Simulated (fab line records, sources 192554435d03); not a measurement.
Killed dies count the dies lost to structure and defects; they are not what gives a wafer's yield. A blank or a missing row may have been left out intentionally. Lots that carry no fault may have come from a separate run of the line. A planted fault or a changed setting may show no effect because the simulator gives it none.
Which of the tools did it? ; flow n5Finfet ; 24 lots, 72 wafers sampled, at 3 steps of a route of 1938

WHAT THE GAUGES READ, wafer by wafer
N5_BEOL_M3_RS_MEAS_58: measurement is done with a four-point probe.
lot;measured;on;M3_RS (ohm/sq)
L074;day 7 23:10;filmMetro-01;0.67 0.67 0.66
L075;day 8 20:01;filmMetro-02;0.68 0.66 0.67
L076;day 9 00:19;filmMetro-01;0.71 0.65 0.66
L077;day 9 06:16;filmMetro-02;0.64 0.62 0.67
L078;day 9 06:35;filmMetro-02;0.67 0.67 0.62
L079;day 9 10:30;filmMetro-01;0.78 0.67 0.73
L082;day 10 11:07;filmMetro-01;0.64 0.64 0.64
L083;day 10 13:19;filmMetro-02;0.67 0.64 0.62
L081;day 10 16:26;filmMetro-01;0.69 0.65 0.66
L080;day 11 07:38;filmMetro-02;0.66 0.68 0.67
L084;day 11 10:11;filmMetro-01;0.69 0.61 0.66
L085;day 11 15:22;filmMetro-01;0.67 0.68 0.67
L088;day 11 18:06;filmMetro-02;0.68 0.72 0.65
L087;day 12 03:58;filmMetro-01;0.78 0.74 0.68
L086;day 12 16:17;filmMetro-01;0.65 0.65 0.67
L089;day 12 21:32;filmMetro-01;0.79 0.70 0.64
L091;day 13 04:13;filmMetro-02;0.66 0.69 0.61
L090;day 13 08:26;filmMetro-01;0.67 0.65 0.66
L093;day 13 18:40;filmMetro-02;0.72 0.71 0.65
L092;day 13 20:31;filmMetro-02;0.63 0.62 0.62
L094;day 14 09:32;filmMetro-02;0.68 0.67 0.62
L096;day 14 10:20;filmMetro-02;0.70 0.64 0.64
L095;day 14 14:29;filmMetro-01;0.68 0.64 0.70
L097;day 14 14:44;filmMetro-02;0.68 0.68 0.71

N5_BEOL_M4_INSPECT_13: inspects for defects (brightfield).
lot;measured;on;rawDefectCount
L074;day 8 00:05;defectInspect-02;462 613 393
L075;day 8 21:19;defectInspect-02;407 492 528
L076;day 9 01:13;defectInspect-02;440 430 426
L077;day 9 07:35;defectInspect-02;547 393 337
L078;day 9 10:20;defectInspect-02;274 340 321
L079;day 9 12:00;defectInspect-02;559 495 462
L082;day 10 12:33;defectInspect-02;540 388 599
L083;day 10 16:49;defectInspect-02;507 471 402
L081;day 10 17:35;defectInspect-02;449 711 526
L080;day 11 10:10;defectInspect-02;321 318 426
L084;day 11 11:44;defectInspect-02;431 480 311
L085;day 11 17:31;defectInspect-02;508 587 353
L088;day 11 20:52;defectInspect-02;434 506 540
L087;day 12 05:22;defectInspect-02;547 330 480
L086;day 12 19:14;defectInspect-02;413 311 538
L089;day 13 00:09;defectInspect-01;450 396 492
L091;day 13 05:18;defectInspect-01;456 384 412
L090;day 13 09:30;defectInspect-01;298 378 369
L093;day 13 20:01;defectInspect-02;451 448 407
L092;day 14 01:14;defectInspect-02;443 288 466
L094;day 14 11:03;defectInspect-02;356 296 421
L096;day 14 11:45;defectInspect-01;408 319 362
L095;day 14 17:11;defectInspect-02;390 368 366
L097;day 14 17:24;defectInspect-02;372 414 611

WHAT TOOL EACH LOT RAN ON (gives the tool, then ch and the chambers of the sampled wafers, and finally the start)
lot;N5_BEOL_M3_DEP_57
L074;pecvd-02 ch 1,2, day 7 23:05
L075;pecvd-02 ch 0,1, day 8 19:57
L076;pecvd-02 ch 0,2, day 9 00:15
L077;pecvd-04 ch 0,2, day 9 06:11
L078;pecvd-02 ch 1,2, day 9 06:31
L079;pecvd-04 ch 0,1,2, day 9 10:26
L082;pecvd-02 ch 0,1, day 10 11:01
L083;pecvd-04 ch 0,1, day 10 13:15
L081;pecvd-04 ch 0,2, day 10 16:22
L080;pecvd-04 ch 0,2, day 11 07:34
L084;pecvd-02 ch 0,1,2, day 11 10:07
L085;pecvd-02 ch 0,2, day 11 15:19
L088;pecvd-02 ch 0,1,2, day 11 18:02
L087;pecvd-01 ch 0,1,2, day 12 03:54
L086;pecvd-04 ch 1,2, day 12 16:13
L089;pecvd-01 ch 0,2, day 12 21:28
L091;pecvd-04 ch 1,2, day 13 04:08
L090;pecvd-04 ch 0,1,2, day 13 08:22
L093;pecvd-04 ch 0,1, day 13 18:36
L092;pecvd-02 ch 0,2, day 13 20:26
L094;pecvd-02 ch 0,2, day 14 09:28
L096;pecvd-02 ch 0,2, day 14 10:15
L095;pecvd-04 ch 0,1,2, day 14 14:25
L097;pecvd-02 ch 0,2, day 14 14:40
- N5_BEOL_M3_DEP_57: deposits SiCN from 3MS/NH3, target thk 8 nm, time 14 s.

AS READ BY THE TOOLS THEMSELVES (means over the sampled wafers that have a number; for cases with no such wafer, the mark the record gives instead)
N5_BEOL_M3_DEP_57.
lot;tool;showerheadPlenumPTorr (Torr);throttleValvePct (%)
L074;pecvd-02;3.677;9.0
L075;pecvd-02;3.673;9.3
L076;pecvd-02;3.677;8.9
L077;pecvd-04;3.668;9.2
L078;pecvd-02;3.670;9.3
L079;pecvd-04;3.666;9.9
L082;pecvd-02;3.672;9.2
L083;pecvd-04;3.681;9.8
L081;pecvd-04;3.657;9.0
L080;pecvd-04;3.656;9.1
L084;pecvd-02;3.674;9.0
L085;pecvd-02;3.682;8.7
L088;pecvd-02;3.679;8.9
L087;pecvd-01;3.660;9.0
L086;pecvd-04;3.658;10.3
L089;pecvd-01;3.663;9.2
L091;pecvd-04;3.649;9.6
L090;pecvd-04;3.669;9.7
L093;pecvd-04;3.687;9.9
L092;pecvd-02;3.681;8.5
L094;pecvd-02;3.681;8.5
L096;pecvd-02;3.685;8.7
L095;pecvd-04;3.668;9.7
L097;pecvd-02;3.681;8.6

THE ANSWER, worked out from the rows above alone
Rule: the lots themselves supply what counts as usual. Put in order of their means at a reading, lots are off if they are a third of the lots or fewer, leave a main group of 4 or more, and stand apart from it by a gap of 3 or more times the standard deviation of the main group's means; of several such gaps the widest counts. Not used: any main group whose means are identical at the precision the tables above print for the reading. Also off: a lot with no number at a reading for which 4 or more lots have one. All remaining lots with rows at the step are treated as sound. The gauges are gone through in route order, then the tools' own readings, and for those a lot's mean is taken as printed above. At the first step where some lot is off, the reading lying furthest off is the one used; lots without a number count as furthest.
Across all readings shown, no lot is off: no conclusion can be drawn from this.

WHAT THE SIMULATOR PUT IN
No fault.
